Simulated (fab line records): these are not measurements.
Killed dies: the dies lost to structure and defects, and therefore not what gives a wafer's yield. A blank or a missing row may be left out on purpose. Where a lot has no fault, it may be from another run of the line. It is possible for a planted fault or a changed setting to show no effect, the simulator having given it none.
Check for tools in common | flow nandHarc | Sample size 3 lots and 9 wafers

== THE REASON FOR OPENING IT ==
Flagged at NHARC_END_SORT_01: reading killedAtPeriphery, on 3 of 3 lots. Fault-free wafers read 3.4, with a standard deviation of 2.7.
Rule: flag the lot when none of its wafers has a number, or when each of its wafers that has one lies beyond 4 standard deviations from that mean. All remaining lots are regarded as sound.

lot  | measured     | on        | killedAtPeriphery, wafer by wafer | flag
L714 | day 23 15:31 | prober-02 | 628 641 639                       | FLAGGED
L719 | day 23 22:34 | prober-02 | 640 637 638                       | FLAGGED
L718 | day 24 05:35 | prober-02 | 654 657 660                       | FLAGGED
On average the flagged lots read 643.8, which is +640.4 against the usual, or +99 or more standard deviations.

== LOT BY LOT: THE TOOL USED ==
Before the reading, the record contains 4 process steps out of a 1159-step route. Every cell lists first the tool, next ch and the chambers used by the sampled wafers, and last the start.
lot  | flag    | NHARC_P_STI_ETCH_31                         | NHARC_P_GATE_DEP_103           | NHARC_P_GATE_ETCH_104            | NHARC_P_GATE_ETCH_114
L714 | FLAGGED | rieDiel-08 ch 0,1,2, day 7 21:50 or earlier | pecvd-01 ch 0,1,2, day 7 21:50 | rieDiel-06 ch 0,1,2, day 7 23:00 | rieDiel-06 ch 1,2,3, day 23 15:31 or earlier
L719 | FLAGGED | rieDiel-01 ch 1,2, day 8 12:26 or earlier   | pecvd-03 ch 1,2, day 8 12:26   | rieDiel-06 ch 2,3, day 8 13:20   | rieDiel-06 ch 1,3, day 23 22:34 or earlier
L718 | FLAGGED | rieDiel-04 ch 0,2,3, day 8 12:08 or earlier | pecvd-03 ch 0,1,2, day 8 12:08 | rieDiel-06 ch 1,2, day 8 13:04   | rieDiel-06 ch 0,1,3, day 24 05:35 or earlier
What these steps do:
- NHARC_P_STI_ETCH_31: etches the open film in CF4/CHF3, target depth 108.9 nm, time 54.5 s.
- NHARC_P_GATE_DEP_103: deposits SiON, target thk 30 nm.
- NHARC_P_GATE_ETCH_104: etches the open film in CF4/CHF3, target depth 60 nm.
- NHARC_P_GATE_ETCH_114: etches the open film in CF4/O2, target depth 30 nm, overetch 3 nm, time 16.5 s.
- NHARC_END_SORT_01

== FLAGGED AGAINST TOTAL, ONE TOOL AT A TIME (gauges that did the reading follow at the end) ==
step                  | tool       | lots run | flagged | share of the flagged lots | sound lots run after its first flagged lot
NHARC_P_STI_ETCH_31   | rieDiel-01 | 1        | 1       | some                      | 0
NHARC_P_STI_ETCH_31   | rieDiel-04 | 1        | 1       | some                      | 0
NHARC_P_STI_ETCH_31   | rieDiel-08 | 1        | 1       | some                      | 0
NHARC_P_GATE_DEP_103  | pecvd-01   | 1        | 1       | some                      | 0
NHARC_P_GATE_DEP_103  | pecvd-03   | 2        | 2       | some                      | 0
NHARC_P_GATE_ETCH_104 | rieDiel-06 | 3        | 3       | all                       | 0
NHARC_P_GATE_ETCH_114 | rieDiel-06 | 3        | 3       | all                       | 0
NHARC_END_SORT_01     | prober-02  | 3        | 3       | all                       | 0
With no start given for some of its lots, NHARC_P_STI_ETCH_31 uses the hours and lot order of NHARC_P_GATE_DEP_103. With no start given for some of its lots, NHARC_P_GATE_ETCH_114 uses the hours and lot order of NHARC_END_SORT_01.

== WHAT IS ALLOWED BY THE TABLE ==
All flagged lots were run by 3 table rows, namely rieDiel-06 at NHARC_P_GATE_ETCH_104, rieDiel-06 at NHARC_P_GATE_ETCH_114, prober-02 at NHARC_END_SORT_01.
- rieDiel-06 at NHARC_P_GATE_ETCH_104: 3 of its 3 lots flagged. In this sample it ran no sound lot ahead of its first flagged lot, so there is no way to narrow down the start.
- rieDiel-06 at NHARC_P_GATE_ETCH_114: 3 of its 3 lots flagged. In this sample it ran no sound lot ahead of its first flagged lot, so there is no way to narrow down the start.
- prober-02 at NHARC_END_SORT_01: 3 of its 3 lots flagged. In this sample it ran no sound lot ahead of its first flagged lot, so there is no way to narrow down the start.
Because each of these 2 tools fits a fault that began at some hour, counting lots does not separate them. More lots, or a look at what each step does to the wafer, might.

== WHAT THE SIMULATOR HAD INSERTED ==
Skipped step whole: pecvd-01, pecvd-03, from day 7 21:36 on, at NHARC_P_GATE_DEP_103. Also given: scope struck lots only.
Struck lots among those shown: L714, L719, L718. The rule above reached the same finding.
